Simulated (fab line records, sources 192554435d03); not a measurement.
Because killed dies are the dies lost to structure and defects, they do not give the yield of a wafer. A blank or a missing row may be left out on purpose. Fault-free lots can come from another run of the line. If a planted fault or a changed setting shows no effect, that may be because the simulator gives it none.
Which tool is to blame? + flow n5Finfet + 8 lots with 24 wafers sampled at 5 steps, on a route of 1938 steps

WHAT THE GAUGES SHOWED, per wafer
N5_BEOL_M4_RC_MEAS_101. Usual: DIBL_N 35.9 mV/V, standard deviation 1.4; DIBL_P 35.9 mV/V, standard deviation 1.7; IOFF_N 0.155 nA/um, standard deviation 0.023; IOFF_P 0.201 nA/um, standard deviation 0.029; ION_N 672 uA/um, standard deviation 8.8; ION_P 460 uA/um, standard deviation 7; SS_N 71.6 mV/dec, standard deviation 0.48; SS_P 73.1 mV/dec, standard deviation 0.64; VT_N 250.0 mV, standard deviation 3; VT_P -251.6 mV, standard deviation 3.
| lot  | measured     | on        | DIBL_N (mV/V)  | DIBL_P (mV/V)  | IOFF_N (nA/um)    | IOFF_P (nA/um)    | ION_N (uA/um) | ION_P (uA/um) | SS_N (mV/dec)  | SS_P (mV/dec)  | VT_N (mV)         | VT_P (mV)            | flag |
|------|--------------|-----------|----------------|----------------|-------------------|-------------------|---------------|---------------|----------------|----------------|-------------------|----------------------|------|
| L661 | day 8 02:14  | prober-02 | 34.6 38.2 37.1 | 35.1 38.6 37.4 | 0.131 0.191 0.174 | 0.195 0.252 0.229 | 667 680 672   | 460 464 459   | 71.7 72.2 71.7 | 73.3 74.6 74.0 | 250.4 245.9 247.3 | -252.1 -250.6 -249.8 |      |
| L662 | day 8 04:57  | prober-02 | 34.9 34.1 35.3 | 33.6 33.5 35.0 | 0.130 0.120 0.145 | 0.184 0.181 0.213 | 652 660 664   | 452 455 463   | 71.9 71.0 71.7 | 72.2 72.6 72.7 | 256.1 254.3 251.9 | -249.7 -250.7 -250.3 |      |
| L664 | day 9 02:19  | prober-02 | 36.2 37.7 35.9 | 35.5 36.6 35.5 | 0.143 0.163 0.145 | 0.188 0.202 0.190 | 669 666 674   | 458 456 462   | 71.7 72.1 71.3 | 72.4 73.5 72.6 | 251.5 251.0 250.1 | -255.1 -252.9 -252.0 |      |
| L667 | day 9 10:04  | prober-01 | 34.1 35.3 36.0 | 35.0 36.8 37.7 | 0.128 0.150 0.161 | 0.162 0.179 0.186 | 660 674 676   | 452 457 460   | 71.6 71.1 72.0 | 72.4 73.4 73.6 | 252.3 249.7 251.4 | -254.1 -254.3 -253.0 |      |
| L671 | day 11 03:59 | prober-01 | 34.5 37.0 35.2 | 35.1 37.8 35.1 | 0.126 0.169 0.134 | 0.184 0.221 0.179 | 654 685 661   | 457 474 460   | 71.1 71.7 70.8 | 72.0 73.6 72.5 | 255.7 249.0 250.9 | -250.0 -250.5 -252.3 |      |
| L673 | day 11 05:29 | prober-02 | 36.2 35.2 37.1 | 34.6 33.5 35.2 | 0.138 0.123 0.146 | 0.180 0.166 0.188 | 671 666 672   | 461 453 462   | 70.9 70.5 71.4 | 72.2 72.1 72.7 | 249.2 253.1 251.4 | -253.5 -256.0 -252.9 |      |
| L680 | day 12 22:56 | prober-01 | 36.6 36.3 35.4 | 37.5 37.9 36.6 | 0.168 0.170 0.149 | 0.213 0.217 0.199 | 682 676 668   | 461 460 461   | 72.3 72.0 72.8 | 73.8 74.1 73.7 | 248.7 248.1 250.8 | -250.7 -251.7 -250.6 |      |
| L683 | day 13 18:04 | prober-01 | 35.9 37.2 34.9 | 35.7 35.9 34.2 | 0.155 0.157 0.132 | 0.183 0.196 0.171 | 679 670 666   | 461 454 451   | 71.4 71.7 70.5 | 72.8 73.5 73.4 | 248.4 250.7 252.3 | -253.1 -252.3 -254.2 |      |

WHAT TOOL EACH LOT RAN ON (gives the tool, then ch and the chambers of the sampled wafers, and finally the start)
| lot  | N5_BEOL_M0_SAQP_MANDREL1_REMOVE_100 | N5_BEOL_M0_SAQP_STRIP_108         | N5_BEOL_M0_SAQP_EXPOSE_37        | N5_BEOL_M0_SAQP_ETCH_49           |
|------|-------------------------------------|-----------------------------------|----------------------------------|-----------------------------------|
| L661 | rieSi-02 ch 0,1,2, day 5 16:13      | rieDiel-04 ch 1,2,3, day 5 17:08  | euvScanner-01 ch 0, day 5 18:25  | rieDiel-03 ch 1,3, day 5 19:28    |
| L662 | rieSi-06 ch 1,2,3, day 5 21:06      | rieDiel-04 ch 0,1,3, day 5 22:01  | euvScanner-01 ch 0, day 5 23:08  | rieDiel-04 ch 0,1,3, day 6 00:13  |
| L664 | rieSi-05 ch 0,2, day 6 10:23        | rieDiel-01 ch 0,1, day 6 11:25    | euvScanner-02 ch 0, day 6 12:45  | rieDiel-01 ch 0,2, day 6 14:09    |
| L667 | rieSi-06 ch 1,2,3, day 7 03:45      | rieDiel-04 ch 0,1, day 7 04:40    | euvScanner-02 ch 0, day 7 05:47  | rieDiel-01 ch 0,3, day 7 06:51    |
| L671 | rieSi-05 ch 0,1,2, day 8 07:52      | rieDiel-01 ch 0,2,3, day 8 08:50  | euvScanner-01 ch 0, day 8 10:06  | rieDiel-03 ch 0,3, day 8 11:21    |
| L673 | rieSi-05 ch 1,2,3, day 8 22:20      | rieDiel-01 ch 0,1,3, day 8 23:25  | euvScanner-02 ch 0, day 9 00:49  | rieDiel-04 ch 0,1,2, day 9 01:53  |
| L680 | rieSi-02 ch 0,3, day 10 12:33       | rieDiel-03 ch 0,2,3, day 10 13:31 | euvScanner-01 ch 0, day 10 15:34 | rieDiel-04 ch 1,2, day 10 16:43   |
| L683 | rieSi-02 ch 0,1, day 11 03:09       | rieDiel-03 ch 0,1,3, day 11 04:04 | euvScanner-01 ch 0, day 11 05:24 | rieDiel-03 ch 0,2,3, day 11 07:25 |
- N5_BEOL_M0_SAQP_MANDREL1_REMOVE_100: chemistry HBr/Cl2/O2, target a-Si, stops on SiNx, bt time 10 s.
- N5_BEOL_M0_SAQP_STRIP_108: strips in N2/H2.
- N5_BEOL_M0_SAQP_EXPOSE_37: exposes mask M0 CUT1, target cd 30 nm.
- N5_BEOL_M0_SAQP_ETCH_49: etches SiO2 in CF4/O2, target depth 37 nm.

AS READ BY THE TOOLS THEMSELVES (means over the sampled wafers that have a number; for cases with no such wafer, the mark the record gives instead)
N5_BEOL_M0_SAQP_MANDREL1_REMOVE_100. Usual: O2_flow_sccm 5.001 sccm, standard deviation 0.015; chamberPressureMTorr 10.000 mTorr, standard deviation 0.0096; drypumpMotorCurrentA 5.8 A, standard deviation 0.49; oesProductAu 0.999 a.u., standard deviation 0.016; throttleValvePct 36.80 %, standard deviation 0.16.
| lot  | tool     | O2_flow_sccm (sccm) | chamberPressureMTorr (mTorr) | drypumpMotorCurrentA (A) | oesProductAu (a.u.) | throttleValvePct (%) | flag |
|------|----------|---------------------|------------------------------|--------------------------|---------------------|----------------------|------|
| L661 | rieSi-02 | 5.003               | 10.001                       | 5.8                      | 1.014               | 36.82                |      |
| L662 | rieSi-06 | 5.008               | 9.995                        | 5.7                      | 1.001               | 36.74                |      |
| L664 | rieSi-05 | 5.009               | 9.998                        | 6.1                      | 1.011               | 36.86                |      |
| L667 | rieSi-06 | 4.998               | 10.003                       | 5.7                      | 1.000               | 36.74                |      |
| L671 | rieSi-05 | 4.988               | 9.998                        | 5.9                      | 1.006               | 36.77                |      |
| L673 | rieSi-05 | 5.010               | 10.000                       | 5.6                      | 1.003               | 36.80                |      |
| L680 | rieSi-02 | 5.000               | 10.000                       | 6.0                      | 0.974               | 36.73                |      |
| L683 | rieSi-02 | 5.002               | 10.002                       | 5.4                      | 1.007               | 36.76                |      |

N5_BEOL_M0_SAQP_STRIP_108. Usual: chamberPressureMTorr 50.00 mTorr, standard deviation 0.049; drypumpMotorCurrentA 5.9 A, standard deviation 0.59; oesProductAu 0.79 a.u., standard deviation 0.11; rfVppV 122.0 V, standard deviation 1.1; showerheadPlenumPTorr 3.38 Torr, standard deviation 0.13; throttleValvePct 18.8 %, standard deviation 0.34.
| lot  | tool       | chamberPressureMTorr (mTorr) | drypumpMotorCurrentA (A) | oesProductAu (a.u.) | rfVppV (V) | showerheadPlenumPTorr (Torr) | throttleValvePct (%) | flag |
|------|------------|------------------------------|--------------------------|---------------------|------------|------------------------------|----------------------|------|
| L661 | rieDiel-04 | 50.03                        | 6.1                      | 0.70                | 122.1      | 3.32                         | 18.8                 |      |
| L662 | rieDiel-04 | 50.01                        | 5.8                      | 0.72                | 122.5      | 3.38                         | 18.8                 |      |
| L664 | rieDiel-01 | 50.03                        | 5.1                      | 0.78                | 123.0      | 3.49                         | 18.9                 |      |
| L667 | rieDiel-04 | 50.00                        | 5.4                      | 0.71                | 122.7      | 3.45                         | 19.0                 |      |
| L671 | rieDiel-01 | 49.97                        | 6.2                      | 0.80                | 121.8      | 3.37                         | 18.8                 |      |
| L673 | rieDiel-01 | 50.01                        | 5.6                      | 0.88                | 122.2      | 3.42                         | 18.6                 |      |
| L680 | rieDiel-03 | 49.98                        | 5.7                      | 0.77                | 122.5      | 3.37                         | 19.0                 |      |
| L683 | rieDiel-03 | 50.01                        | 5.9                      | 0.78                | 121.9      | 3.42                         | 18.7                 |      |

N5_BEOL_M0_SAQP_EXPOSE_37. Usual: exposureDoseMJCm2 at 44.66, with a standard deviation of 0.049.
| lot  | tool          | exposureDoseMJCm2 | flag |
|------|---------------|-------------------|------|
| L661 | euvScanner-01 | 44.72             |      |
| L662 | euvScanner-01 | 44.69             |      |
| L664 | euvScanner-02 | 44.70             |      |
| L667 | euvScanner-02 | 44.62             |      |
| L671 | euvScanner-01 | 44.70             |      |
| L673 | euvScanner-02 | 44.64             |      |
| L680 | euvScanner-01 | 45.42             | OFF  |
| L683 | euvScanner-01 | 45.22             | OFF  |

N5_BEOL_M0_SAQP_ETCH_49. Usual: O2_flow_sccm 10.01 sccm, standard deviation 0.033; cf4FlowSccm 100.0 sccm, standard deviation 0.32; chamberPressureMTorr 40.00 mTorr, standard deviation 0.037; drypumpMotorCurrentA 5.8 A, standard deviation 0.56; oesProductAu 0.79 a.u., standard deviation 0.099; rfVppV 241 V, standard deviation 3; showerheadPlenumPTorr 2.22 Torr, standard deviation 0.083; throttleValvePct 15.82 %, standard deviation 0.21.
| lot  | tool       | O2_flow_sccm (sccm) | cf4FlowSccm (sccm) | chamberPressureMTorr (mTorr) | drypumpMotorCurrentA (A) | oesProductAu (a.u.) | rfVppV (V) | showerheadPlenumPTorr (Torr) | throttleValvePct (%) | flag |
|------|------------|---------------------|--------------------|------------------------------|--------------------------|---------------------|------------|------------------------------|----------------------|------|
| L661 | rieDiel-03 | 10.00               | 100.2              | 40.00                        | 6.2                      | 0.73                | 243        | 2.23                         | 15.94                |      |
| L662 | rieDiel-04 | 10.00               | 100.1              | 40.02                        | 5.8                      | 0.73                | 239        | 2.23                         | 15.94                |      |
| L664 | rieDiel-01 | 10.03               | 99.7               | 40.04                        | 6.1                      | 0.88                | 238        | 2.28                         | 15.75                |      |
| L667 | rieDiel-01 | 10.00               | 99.9               | 40.01                        | 6.0                      | 0.91                | 240        | 2.27                         | 15.56                |      |
| L671 | rieDiel-03 | 10.00               | 100.0              | 40.02                        | 6.0                      | 0.87                | 242        | 2.27                         | 15.56                |      |
| L673 | rieDiel-04 | 10.01               | 100.2              | 40.01                        | 5.6                      | 0.81                | 241        | 2.24                         | 15.92                |      |
| L680 | rieDiel-04 | 10.00               | 100.0              | 39.99                        | 5.6                      | 0.84                | 241        | 2.22                         | 15.85                |      |
| L683 | rieDiel-03 | 10.03               | 99.9               | 39.99                        | 5.7                      | 0.77                | 240        | 2.21                         | 15.77                |      |

THE ANSWER, worked out from the rows above alone
Rule: a lot counts as off when the mean over its wafers that have a number is more than 3 standard deviations away from the usual mean. A lot without any number at a reading at which 4 lots or more have one is off too. Any other lot the step has rows for is counted as sound. After the gauges, taken in route order, come the tools' own readings; for these a lot's mean is taken, as printed above. The first step at which some lot is off is used, and at that step the reading that is off furthest; a lot without a number counts as furthest.
Off: L680, L683, at N5_BEOL_M0_SAQP_EXPOSE_37 (exposureDoseMJCm2).
If a tool, at that step or one of the process steps before it, ran each lot that is off and ran no sound lot following the first of them, it fits. Can't be told from this: 3 tools fit, rieSi-02 at N5_BEOL_M0_SAQP_MANDREL1_REMOVE_100, rieDiel-03 at N5_BEOL_M0_SAQP_STRIP_108, euvScanner-01 at N5_BEOL_M0_SAQP_EXPOSE_37.

WHAT THE SIMULATOR HAD PUT IN
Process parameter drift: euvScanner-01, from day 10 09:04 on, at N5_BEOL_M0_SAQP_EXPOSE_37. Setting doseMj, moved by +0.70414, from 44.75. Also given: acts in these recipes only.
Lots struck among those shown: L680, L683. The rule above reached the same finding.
